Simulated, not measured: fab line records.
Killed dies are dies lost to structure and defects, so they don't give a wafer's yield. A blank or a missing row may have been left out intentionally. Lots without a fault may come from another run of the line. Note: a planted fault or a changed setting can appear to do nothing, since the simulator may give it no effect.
Matching of chambers :: flow n5-finfet :: N5_DUMMY_GATE_ETCH_37 on rie-diel-05: 4 sister chambers
The step etches SOC in N2/H2, target depth 60 nm, overetch 30 nm. 16 wafers are shown with their chamber, then 8 later ones without.

## WAFERS, EACH WITH ITS CHAMBER
wafer: L076.1
chamber: 3
drypump-motor-current-A (A): 5.2
showerhead-plenum-p-Torr (Torr): 2.54
throttle-valve-pct (%): 17.58

wafer: L076.4
chamber: 0
drypump-motor-current-A (A): 5.8
showerhead-plenum-p-Torr (Torr): 2.50
throttle-valve-pct (%): 18.06

wafer: L076.5
chamber: 1
drypump-motor-current-A (A): 5.6
showerhead-plenum-p-Torr (Torr): 2.64
throttle-valve-pct (%): 17.97

wafer: L081.1
chamber: 2
drypump-motor-current-A (A): 6.0
showerhead-plenum-p-Torr (Torr): 2.68
throttle-valve-pct (%): 18.26

wafer: L081.3
chamber: 0
drypump-motor-current-A (A): 5.8
showerhead-plenum-p-Torr (Torr): 2.50
throttle-valve-pct (%): 18.04

wafer: L081.4
chamber: 3
drypump-motor-current-A (A): 5.2
showerhead-plenum-p-Torr (Torr): 2.54
throttle-valve-pct (%): 17.59

wafer: L082.3
chamber: 3
drypump-motor-current-A (A): 5.2
showerhead-plenum-p-Torr (Torr): 2.53
throttle-valve-pct (%): 17.61

wafer: L082.4
chamber: 2
drypump-motor-current-A (A): 6.0
showerhead-plenum-p-Torr (Torr): 2.67
throttle-valve-pct (%): 18.24

wafer: L082.6
chamber: 0
drypump-motor-current-A (A): 5.8
showerhead-plenum-p-Torr (Torr): 2.49
throttle-valve-pct (%): 18.06

wafer: L083.2
chamber: 2
drypump-motor-current-A (A): 6.0
showerhead-plenum-p-Torr (Torr): 2.67
throttle-valve-pct (%): 18.27

wafer: L083.4
chamber: 0
drypump-motor-current-A (A): 5.8
showerhead-plenum-p-Torr (Torr): 2.50
throttle-valve-pct (%): 18.07

wafer: L083.6
chamber: 0
drypump-motor-current-A (A): 5.8
showerhead-plenum-p-Torr (Torr): 2.49
throttle-valve-pct (%): 18.08

wafer: L084.1
chamber: 1
drypump-motor-current-A (A): 5.7
showerhead-plenum-p-Torr (Torr): 2.64
throttle-valve-pct (%): 18.00

wafer: L084.4
chamber: 3
drypump-motor-current-A (A): 5.2
showerhead-plenum-p-Torr (Torr): 2.53
throttle-valve-pct (%): 17.62

wafer: L084.6
chamber: 1
drypump-motor-current-A (A): 5.6
showerhead-plenum-p-Torr (Torr): 2.64
throttle-valve-pct (%): 17.99

wafer: L090.3
chamber: 2
drypump-motor-current-A (A): 6.0
showerhead-plenum-p-Torr (Torr): 2.67
throttle-valve-pct (%): 18.28

SIGNATURES (averages over the wafers above)
reading: drypump-motor-current-A
chamber 0: 5.800
chamber 1: 5.633
chamber 2: 6.000
chamber 3: 5.200
scatter within a chamber: 0.0236

reading: showerhead-plenum-p-Torr
chamber 0: 2.4960
chamber 1: 2.6400
chamber 2: 2.6725
chamber 3: 2.5350
scatter within a chamber: 0.00496

reading: throttle-valve-pct
chamber 0: 18.0620
chamber 1: 17.9867
chamber 2: 18.2625
chamber 3: 17.6000
scatter within a chamber: 0.0164
Rule: for a wafer and a chamber, the distance is found by dividing, reading by reading, the gap between the wafer's reading and the chamber's mean by the reading's scatter, squaring, summing and taking the root. If the next closest chamber is less than 2 further off than the closest, the wafer can't be placed; otherwise it belongs to the closest. The scatter: take each reading less its chamber's mean, square it, sum over the shown wafers, divide by the number of wafers less the number of chambers, and take the root.

## WAFERS WITHOUT THEIR CHAMBER
wafer: L090.4
drypump-motor-current-A (A): 5.8
showerhead-plenum-p-Torr (Torr): 2.49
throttle-valve-pct (%): 18.09

wafer: L090.5
drypump-motor-current-A (A): 5.6
showerhead-plenum-p-Torr (Torr): 2.63
throttle-valve-pct (%): 18.01

wafer: L095.2
drypump-motor-current-A (A): 5.8
showerhead-plenum-p-Torr (Torr): 2.49
throttle-valve-pct (%): 18.11

wafer: L095.5
drypump-motor-current-A (A): 5.8
showerhead-plenum-p-Torr (Torr): 2.49
throttle-valve-pct (%): 18.09

wafer: L095.6
drypump-motor-current-A (A): 5.7
showerhead-plenum-p-Torr (Torr): 2.63
throttle-valve-pct (%): 18.04

wafer: L096.2
drypump-motor-current-A (A): 5.6
showerhead-plenum-p-Torr (Torr): 2.63
throttle-valve-pct (%): 18.03

wafer: L096.4
drypump-motor-current-A (A): 5.6
showerhead-plenum-p-Torr (Torr): 2.63
throttle-valve-pct (%): 18.02

wafer: L096.5
drypump-motor-current-A (A): 5.2
showerhead-plenum-p-Torr (Torr): 2.53
throttle-valve-pct (%): 17.64

## CHAMBER TAKEN BY EACH
wafer: L090.4
from the rows above: 0
in truth: 0

wafer: L090.5
from the rows above: 1
in truth: 1

wafer: L095.2
from the rows above: 0
in truth: 0

wafer: L095.5
from the rows above: 0
in truth: 0

wafer: L095.6
from the rows above: 1
in truth: 1

wafer: L096.2
from the rows above: 1
in truth: 1

wafer: L096.4
from the rows above: 1
in truth: 1

wafer: L096.5
from the rows above: 3
in truth: 3
Correctly placed: 8 of 8. Not placeable from these rows: 0. 0 placed wrongly.
